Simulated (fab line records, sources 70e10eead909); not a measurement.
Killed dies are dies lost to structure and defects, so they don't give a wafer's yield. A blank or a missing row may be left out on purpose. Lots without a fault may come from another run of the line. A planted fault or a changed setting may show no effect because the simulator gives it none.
Chamber matching | flow nand_harc | NHARC_A_STAIRCASE_ETCH_271 on rie_diel-10: 4 sister chambers
The step etches the open film in CF4/CHF3. 16 wafers are shown with their chamber, then 8 later ones without.

WAFERS WITH THEIR CHAMBER
wafer  | chamber | drypump_motor_current_A (A) | showerhead_plenum_p_Torr (Torr) | rf_vpp_V (V)
L075.2 | 0       | 5.9                         | 1.69                            | 376.5
L075.5 | 2       | 4.8                         | 1.52                            | 369.1
L075.6 | 1       | 5.9                         | 1.48                            | 369.1
L076.1 | 2       | 4.8                         | 1.52                            | 366.9
L076.2 | 0       | 6.0                         | 1.69                            | 375.7
L076.5 | 3       | 5.0                         | 1.52                            | 368.4
L083.1 | 2       | 4.8                         | 1.51                            | 369.0
L083.2 | 3       | 5.0                         | 1.51                            | 368.2
L083.3 | 0       | 6.0                         | 1.68                            | 375.5
L087.1 | 0       | 6.0                         | 1.68                            | 372.6
L087.5 | 1       | 5.9                         | 1.47                            | 366.9
L087.6 | 0       | 6.0                         | 1.67                            | 373.5
L090.1 | 3       | 5.0                         | 1.51                            | 368.1
L090.4 | 0       | 5.9                         | 1.67                            | 374.6
L090.5 | 2       | 4.8                         | 1.51                            | 368.1
L091.1 | 3       | 5.0                         | 1.51                            | 367.7

SIGNATURES (means of the wafers above)
reading                  | chamber 0 | chamber 1 | chamber 2 | chamber 3 | scatter within a chamber
drypump_motor_current_A  | 5.967     | 5.900     | 4.800     | 5.000     | 0.0333
showerhead_plenum_p_Torr | 1.6800    | 1.4750    | 1.5150    | 1.5125    | 0.00722
rf_vpp_V                 | 374.733   | 368.000   | 368.275   | 368.100   | 1.17
Rule: a wafer's distance from a chamber is the root of the sum, over the readings, of the square of ((its reading less the chamber's mean) divided by the reading's scatter). The wafer belongs to the nearest chamber; if the next one is less than 2 further off, it can't be placed. The scatter: the root of (the sum of the squares of (reading less its chamber's mean) over the shown wafers, divided by (wafers less chambers)).

WAFERS WITHOUT THEIR CHAMBER
wafer  | drypump_motor_current_A (A) | showerhead_plenum_p_Torr (Torr) | rf_vpp_V (V)
L091.2 | 5.9                         | 1.46                            | 366.7
L091.3 | 4.8                         | 1.50                            | 368.9
L093.1 | 6.0                         | 1.46                            | 369.1
L093.2 | 4.8                         | 1.50                            | 368.4
L093.4 | 5.0                         | 1.51                            | 368.3
L094.1 | 4.8                         | 1.50                            | 368.0
L094.2 | 6.0                         | 1.67                            | 374.2
L094.5 | 6.0                         | 1.67                            | 374.4

WHICH CHAMBER EACH WENT THROUGH
wafer  | from the rows above | in truth
L091.2 | 1                   | 1
L091.3 | 2                   | 2
L093.1 | 1                   | 1
L093.2 | 2                   | 2
L093.4 | 3                   | 3
L094.1 | 2                   | 2
L094.2 | 0                   | 0
L094.5 | 0                   | 0
Placed correctly: 8 of 8. Can't be placed from these rows: 0. Placed wrongly: 0.
